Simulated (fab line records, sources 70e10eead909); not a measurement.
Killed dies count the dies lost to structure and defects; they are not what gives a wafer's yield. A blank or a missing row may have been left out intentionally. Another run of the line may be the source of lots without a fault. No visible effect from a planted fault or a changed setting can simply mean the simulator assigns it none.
The tool behind it: which one?    flow nand-harc    Sampling: 6 lots, 18 wafers, 4 of 1302 route steps

WHAT EACH GAUGE READ, for each wafer
NHARC_A_M1_CD_MEAS_09: the cd target is 120 nm.
lot   measured      on         cd-nm (nm)
L400  day 25 10:39  cd-sem-03  118.1 118.7 119.1
L402  day 27 02:14  cd-sem-02  113.6 114.1 118.0
L410  day 29 15:17  cd-sem-02  121.5 121.3 120.6
L411  day 30 19:09  cd-sem-03  118.8 119.3 119.1
L415  day 31 12:03  cd-sem-02  118.2 119.0 117.8
L416  day 32 22:11  cd-sem-02  120.4 119.7 120.1

TOOL THAT RAN EACH LOT (tool first, then ch and the chambers of the sampled wafers, then the start)
lot   NHARC_A_M0_ANNEAL_30              NHARC_A_M0_CMP_23              NHARC_A_M1_PEB_07
L400  rtp-anneal-01 ch 0, day 25 08:18  cmp-02 ch 0,1, day 25 08:40    litho-track-06 ch 0, day 25 10:34
L402  rtp-anneal-01 ch 0, day 27 00:07  cmp-01 ch 1,2, day 27 00:26    litho-track-06 ch 0, day 27 02:10
L410  rtp-anneal-02 ch 0, day 29 13:11  cmp-03 ch 0,1,3, day 29 13:30  litho-track-01 ch 0, day 29 15:12
L411  rtp-anneal-01 ch 0, day 30 17:04  cmp-02 ch 1,2,3, day 30 17:29  litho-track-06 ch 0, day 30 19:04
L415  rtp-anneal-01 ch 0, day 31 09:52  cmp-01 ch 0,1,3, day 31 10:16  litho-track-06 ch 0, day 31 11:58
L416  rtp-anneal-02 ch 0, day 32 20:01  cmp-02 ch 2,3, day 32 20:19    litho-track-04 ch 0, day 32 22:06
- NHARC_A_M0_ANNEAL_30: time 90 s.
- NHARC_A_M0_CMP_23: polishes, t overpolish 20 s, target thk 113.75 nm.
- NHARC_A_M1_PEB_07: peb time 65 s.

THE ANSWER, worked out from the rows above alone
Rule: what is usual is taken from the lots themselves. The widest of any qualifying gaps counts: lots, ordered by their means at a reading, are off when they make up no more than a third of the lots, leave a main group of 4 or more, and stand apart from it by 3 or more times the standard deviation of that group's means. Not used: any main group whose means are identical at the precision the tables above print for the reading. A lot without any number at a reading at which 4 lots or more have one is off too. Any other lot the step has rows for is counted as sound.
Off: L402 (NHARC_A_M1_CD_MEAS_09, cd-nm). Mean 119.4 nm and standard deviation 1 in the main group.
If a tool, at a process step before that reading, ran all the lots that are off and no sound lot after the first of them, it fits. Those tools and the gauges at NHARC_A_M1_CD_MEAS_09 are tried in the same way. Of those tried, none fits.

WHAT THE SIMULATOR HAD PUT IN
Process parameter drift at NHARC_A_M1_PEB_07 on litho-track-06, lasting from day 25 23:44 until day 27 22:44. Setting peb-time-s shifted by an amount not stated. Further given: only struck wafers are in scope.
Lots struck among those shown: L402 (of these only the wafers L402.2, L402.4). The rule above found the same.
